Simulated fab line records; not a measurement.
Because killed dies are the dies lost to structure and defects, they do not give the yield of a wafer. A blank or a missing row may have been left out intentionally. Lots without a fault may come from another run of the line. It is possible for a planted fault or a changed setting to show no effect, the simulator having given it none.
A lot that was struck, set against a sound lot | flow nand harc | 15 steps out of a route of 1159
Sound: these wafers, L711.2, L711.3, L711.6. The struck wafers were L717.3, L717.5, L717.6. The cause comes at the end.
For every step that has rows: the tool of each side, followed by ch and its chambers, followed by its first start. Under that, the readings that differ: sound wafers | struck wafers | difference of the means | sigmas: that difference in standard deviations of wafers without a fault.
alike: a reading whose means differ by less than 2 such deviations, as well as words and numbers matching on both sides. not compared: withheld readings; readings where some wafer has no value; bounds like >300 that might hide an equal value; numbers whose values overlap and for which the record gives no deviation.
Wherever a step has rows on one side only, a row that says differs or no value, or a row with sigmas, the two part there. Numbers that don't overlap but have no deviation are shown without sigmas and don't part them. Lack of a reading on every wafer of one side parts them only where that side has two or more wafers.

first, 1 step without rows for these wafers: NHARC_A_ONON_D1_DEP_03 (target thk 1000 nm).
NHARC_A_ONON_D1_THK_MEAS_05: measures by ellipsometry.
  sound on film metro-01, day 8 03:25; struck on film metro-01, day 10 00:20
  alike: thk nm
after that, 1 step with no rows for these wafers: NHARC_A_ONON_D1_DEP_06 (target thk 1000 nm).
NHARC_A_ONON_D1_THK_MEAS_08: measures by ellipsometry.
  sound on film metro-01, day 8 03:59; struck on film metro-02, day 10 00:55
  alike: thk nm
after that, 1 step with no rows for these wafers: NHARC_A_ONON_D1_DEP_09 (target thk 1000 nm).
NHARC_A_ONON_D1_THK_MEAS_11: measures by ellipsometry.
  sound on film metro-01, day 8 04:34; struck on film metro-01, day 10 01:29
  alike: thk nm
after that, 1 step with no rows for these wafers: NHARC_A_ONON_D1_DEP_12 (target thk 1000 nm).
NHARC_A_ONON_D1_THK_MEAS_14: measures by ellipsometry.
  sound on film metro-01, day 8 05:08; struck on film metro-02, day 10 02:04
  alike: thk nm
then, 2 steps without rows for these wafers: NHARC_A_ONON_D1_ANNEAL_15 (time 3600 s); NHARC_A_ONON_D1_DEP_16 (target thk 1000 nm).
NHARC_A_ONON_D1_THK_MEAS_18: measures by ellipsometry.
  sound on film metro-01, day 8 13:30; struck on film metro-01, day 10 09:12
  alike: thk nm
NHARC_A_ONON_D1_DEP_19: target thk 1000 nm.
  sound on pecvd onon-02 ch 0, day 8 13:37; struck on pecvd onon-02 ch 0, day 10 09:22
NHARC_A_ONON_D1_THK_MEAS_21: measures by ellipsometry.
  sound on film metro-02, day 8 14:05; struck on film metro-02, day 10 09:46
  reading     | sound          | struck         | difference | sigmas
  thk nm (nm) | 1005 1002 1003 | 1504 1504 1502 | +500       | +51
after that, 1 step with no rows for these wafers: NHARC_A_ONON_D1_DEP_22 (target thk 1000 nm).
-- record jumps: 14 days between struck wafers' starts before vs after; left off in module A_ONON_D1, resumes in module END, first step shown is number 1159 of the route --
NHARC_END_SORT_01:
  the record has rows for the struck wafers here (prober-02 ch 0, day 24 02:00) and none for the sound ones

WHERE THEY PART
Earliest at NHARC_A_ONON_D1_THK_MEAS_21; latest, in this record, at NHARC_END_SORT_01.

WHY: what had been put in by the simulator
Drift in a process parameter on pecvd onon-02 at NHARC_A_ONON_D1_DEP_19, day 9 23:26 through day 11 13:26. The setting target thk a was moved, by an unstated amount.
